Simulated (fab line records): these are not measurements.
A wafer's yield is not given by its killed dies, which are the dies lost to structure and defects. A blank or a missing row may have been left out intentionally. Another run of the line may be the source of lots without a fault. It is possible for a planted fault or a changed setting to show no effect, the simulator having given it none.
Struck lot and sound lot, side by side | flow nand harc | 41 out of 1302 route steps
Sound: the wafers L726.1, L726.4, L726.5. Struck: wafers L746.2, L746.3, L746.6. The cause is named last.
Per side, at each step with rows, come the tool, then ch with its chambers, and then its first start. Under that, the readings that differ: sound wafers | struck wafers | difference of the means | sigmas: that difference in standard deviations of wafers without a fault.
alike: readings with means less than 2 such deviations apart, plus words and numbers identical on both sides. not compared: withheld readings, readings lacking a value on some wafer, bounds such as >300 that could conceal the same value, and numbers that have no deviation in the record and whose values overlap.
A row with sigmas, a row that says differs or no value, or rows on one side alone: a step with any of these is where the two part. Numbers that don't overlap but have no deviation are shown without sigmas and don't part them. A reading missing from all wafers of one side parts the sides only when that side holds two or more wafers.

first, 2 steps without rows for these wafers: NHARC_A_CHANNEL_FILL_D1_ALD_02 (deposits SiO2, target thk 6 nm, pulse time 10 s, ald cycles 60); NHARC_A_CHANNEL_FILL_D1_ALD_03 (deposits SiNx, target thk 6 nm, pulse time 60 s, ald cycles 58).
NHARC_A_CHANNEL_FILL_D1_ALD_14: deposits SiO2, target thk 2.5 nm, pulse time 10 s, ald cycles 25.
  sound on ald hk-02 ch 0,1,3, day 9 08:11; struck on ald hk-02 ch 0,2, day 17 13:40
  alike: heater power w, precursor pulse height rel
NHARC_A_CHANNEL_FILL_D1_ALD_15: deposits SiNx, target thk 2 nm, pulse time 60 s, ald cycles 19.
  sound on ald sin batch-01 ch 0, day 9 11:23; struck on ald sin batch-03 ch 0
  alike: precursor pulse height rel
NHARC_A_CHANNEL_FILL_D1_ALD_16: deposits SiO2, target thk 1.5 nm, pulse time 10 s, ald cycles 15.
  sound on ald hk-03 ch 0,2,3, day 9 13:26; struck on ald hk-03 ch 1,2,3, day 17 18:50
  alike: heater power w, precursor pulse height rel
then, 2 steps without rows for these wafers: NHARC_A_CHANNEL_FILL_D1_ANNEAL_17 (time 1800 s); NHARC_A_CHANNEL_FILL_D1_CVD_18 (deposits poly-Si, target thk 3 nm).
NHARC_A_CHANNEL_FILL_D1_ETCHBACK_19: etches the open film in HBr/Cl2, target depth 5 nm, time 1.7 s.
  sound on rie si-03 ch 0,1, day 10 02:26; struck on rie si-03 ch 0,1,3, day 18 06:47
  alike: drypump motor current A, hbr flow sccm, oes product au, throttle valve pct
  not compared: rf hours counter h
then, 4 steps without rows for these wafers: NHARC_A_CHANNEL_FILL_D1_ETCHBACK_20 (etches the open film in C4F8/O2/Ar, target depth 27 nm, time 13.5 s); NHARC_A_CHANNEL_FILL_D1_STRIP_28 (strips in O2, time 20 s); NHARC_A_CHANNEL_FILL_D1_PRECLEAN_21 (cleans in dHF, time 30 s); NHARC_A_CHANNEL_FILL_D1_SRD_23.
NHARC_A_CHANNEL_FILL_D1_CVD_05: deposits poly-Si, target thk 5 nm.
  sound on lpcvd poly-03 ch 0, day 10 05:06; struck on lpcvd poly-04 ch 0, day 18 09:24
  reading                | sound             | struck            | difference | sigmas
  spike tc bottom C (C)  | 572.3 571.9 570.4 | 588.5 586.8 587.5 | +16.1      | +11
  spike tc centre C (C)  | 550.0 548.7 549.3 | 563.1 563.0 563.5 | +13.9      | +14
  spike tc lower C (C)   | 547.1 549.4 547.6 | 562.8 560.5 563.1 | +14.1      | +14
  spike tc upper C (C)   | 548.6 549.0 550.5 | 563.3 563.2 562.1 | +13.5      | +10
  zone power top pct (%) | 19.3 19.6 19.4    | 16.5 16.4 16.4    | -3.0       | -2
  alike: zone power centre pct
then, 3 steps without rows for these wafers: NHARC_A_CHANNEL_FILL_D1_ANNEAL_22 (time 7200 s); NHARC_A_CHANNEL_FILL_D1_ALD_25 (deposits SiOx, target thk 60 nm, pulse time 10 s, ald cycles 600); NHARC_A_CHANNEL_FILL_D1_ETCHBACK_08 (etches the open film in C4F8, target depth 220 nm, time 110 s).
NHARC_A_CHANNEL_FILL_D1_STRIP_29: strips in O2, time 20 s.
  sound on rie diel-01 ch 1,2; struck on rie diel-13 ch 0,3
  reading               | sound             | struck            | difference | sigmas
  mfc ar sccm (sccm)    | 0 0 0             | 0.044 0.033 0.044 | +0.040     | +3
  oes product au (a.u.) | 0.991 1.006 0.977 | 1.007 1.018 1.006 | +0.019     | +2
  alike: drypump motor current A, rf vpp V, showerhead plenum p Torr, throttle valve pct
  not compared: rf hours counter h
then, 5 steps without rows for these wafers: NHARC_A_CHANNEL_FILL_D1_PRECLEAN_30 (cleans in dHF, time 30 s); NHARC_A_CHANNEL_FILL_D1_SRD_31; NHARC_A_CHANNEL_FILL_D1_CVD_09 (deposits poly-Si, target thk 150 nm, time 3000 s); NHARC_A_CHANNEL_FILL_D1_CMP_10 (polishes, target thk 150 nm); NHARC_A_CHANNEL_FILL_D1_SRD_12.
NHARC_A_CHANNEL_FILL_D1_INSPECT_13:
  struck on defect inspect-02, day 19 07:43; sound on defect inspect-01, day 11 02:35
  reading          | sound       | struck      | difference | sigmas
  raw defect count | 126 120 156 | 368 354 235 | +185       | +2
then, 10 steps without rows for these wafers: NHARC_A_DECK1_JOINT_ETCHBACK_07 (etches the open film in HBr, target depth 105 nm, time 26.9 s); NHARC_A_DECK1_JOINT_ETCH_25 (etches SiO2 in dHF, target depth 0.5 nm); NHARC_A_DECK1_JOINT_ETCH_19 (etches poly-Si in TMAH, target depth 3 nm); NHARC_A_DECK1_JOINT_ETCH_18 (etches SiO2 in dHF, target depth 3 nm); NHARC_A_DECK1_JOINT_WET_08 (chemistry H3PO4, time 86 s); NHARC_A_DECK1_JOINT_ETCH_09 (etches SiO2 in dHF, target depth 5 nm); NHARC_A_DECK1_JOINT_WET_10 (chemistry H3PO4, time 86 s); NHARC_A_DECK1_JOINT_ETCH_11 (etches SiO2 in dHF, target depth 35 nm); NHARC_A_DECK1_JOINT_CVD_12 (deposits poly-Si, target thk 90 nm, time 1800 s); NHARC_A_DECK1_JOINT_CMP_13 (polishes, target thk 51.023 nm).
NHARC_A_DECK1_JOINT_THK_MEAS_14: measures by ellipsometry.
  struck on film metro-01, day 19 18:20; sound on film metro-01, day 11 13:02
  alike: thk nm
then, 5 steps without rows for these wafers: NHARC_A_DECK1_JOINT_SRD_04; NHARC_A_DECK1_JOINT_ETCHBACK_00 (etches the open film in HBr, target depth 30 nm, time 17.4 s); NHARC_A_DECK1_JOINT_PRECLEAN_30 (cleans in SC1); NHARC_A_DECK1_JOINT_SRD_31; NHARC_A_DECK1_JOINT_CVD_34 (deposits SiNx, target thk 20 nm).
-- break in the record here, with 13 days between the starts of the struck wafers on either side (left off in module A_DECK1_JOINT, picked up again in module END, where the first step shown is number 1301 on the route) --
NHARC_END_WLT_00:
  struck on prober-01, day 32 15:03; sound on prober-02, day 24 09:29
  reading                           | sound             | struck            | difference | sigmas
  VT_DECK1_BOTTOM                   | 0.875 0.862 0.869 | 0.944 0.936 0.957 | +0.077     | +10
  VT_DECK1_BOTTOM_INNER             | 0.871 0.870 0.872 | 0.945 0.940 0.947 | +0.073     | +10
  VT_DECK1_MEDIAN_NEAR_BOTTOM       | 0.870 0.877 0.865 | 0.953 0.933 0.957 | +0.077     | +10
  VT_DECK1_MEDIAN_NEAR_BOTTOM_INNER | 0.875 0.864 0.862 | 0.950 0.952 0.953 | +0.085     | +12
  VT_DECK1_MIDDLE                   | 0.887 0.891 0.880 | 0.957 0.967 0.961 | +0.076     | +11
  VT_DECK1_MIDDLE_INNER             | 0.886 0.882 0.878 | 0.955 0.958 0.970 | +0.079     | +12
  VT_DECK1_TOP                      | 0.895 0.897 0.896 | 0.974 0.977 0.985 | +0.083     | +11
  VT_DECK1_TOP_INNER                | 0.900 0.894 0.897 | 0.987 0.976 0.984 | +0.085     | +12
  alike: VT_DECK2_BOTTOM, VT_DECK2_BOTTOM_INNER, VT_DECK2_MEDIAN_NEAR_BOTTOM, VT_DECK2_MEDIAN_NEAR_BOTTOM_INNER, VT_DECK2_MIDDLE, VT_DECK2_MIDDLE_INNER, VT_DECK2_TOP, VT_DECK2_TOP_INNER
NHARC_END_SORT_01:
  the record has rows for the sound wafers here (prober-02 ch 0, day 24 12:29) and none for the struck ones

WHERE THEY PART
Last at NHARC_END_SORT_01 as far as this record goes, first at NHARC_A_CHANNEL_FILL_D1_CVD_05.

WHY: the cause the simulator had injected
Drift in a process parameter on lpcvd poly-04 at NHARC_A_CHANNEL_FILL_D1_CVD_05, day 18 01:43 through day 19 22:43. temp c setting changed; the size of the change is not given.
